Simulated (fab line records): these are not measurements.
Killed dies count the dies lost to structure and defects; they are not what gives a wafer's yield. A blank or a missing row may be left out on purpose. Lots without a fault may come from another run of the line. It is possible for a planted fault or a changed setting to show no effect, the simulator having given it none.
Matching of chambers	flow n5_finfet	ald_sin-02 running N5_BEOL_M0_SAQP_ALD_48: 4 sister chambers
The step deposits SiO2, target thk 20 nm, pulse time 1 s, co reactant pulse time 1 s. 4 wafers are shown with their chamber, then 7 later ones without.

WAFERS, EACH WITH ITS CHAMBER
wafer	chamber	heater_power_w (W)
L376.1	2	78
L376.5	1	81
L377.1	3	88
L377.4	0	88

WAFERS WITHOUT THEIR CHAMBER
wafer	heater_power_w (W)
L377.5	80
L379.2	89
L379.3	76
L379.5	89
L381.1	87
L381.2	79
L381.6	88

THE CHAMBER EACH PASSED THROUGH
wafer	from the rows above	in truth
L377.5	can't be placed: 1 or 2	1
L379.2	can't be placed: 0 or 3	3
L379.3	2	2
L379.5	can't be placed: 0 or 3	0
L381.1	can't be placed: 0 or 3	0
L381.2	can't be placed: 2 or 1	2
L381.6	can't be placed: 0 or 3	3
Correctly placed: 1 of 7. Unplaceable from these rows: 6, with the true chamber sitting among the candidates in 6. Placed wrongly: 0.
How it was worked out, from the rows above alone: a wafer's distance from a chamber is the root of the sum, over the readings, of the square of ((its reading less the chamber's mean) divided by the reading's scatter). If the next closest chamber is less than 2 further off than the closest, the wafer can't be placed; otherwise it belongs to the closest. The mean given for a chamber averages the wafers shown for that chamber. The scatter: with one shown wafer a chamber, the root of the mean of the squares of how far each hidden wafer lies from its nearest shown one.
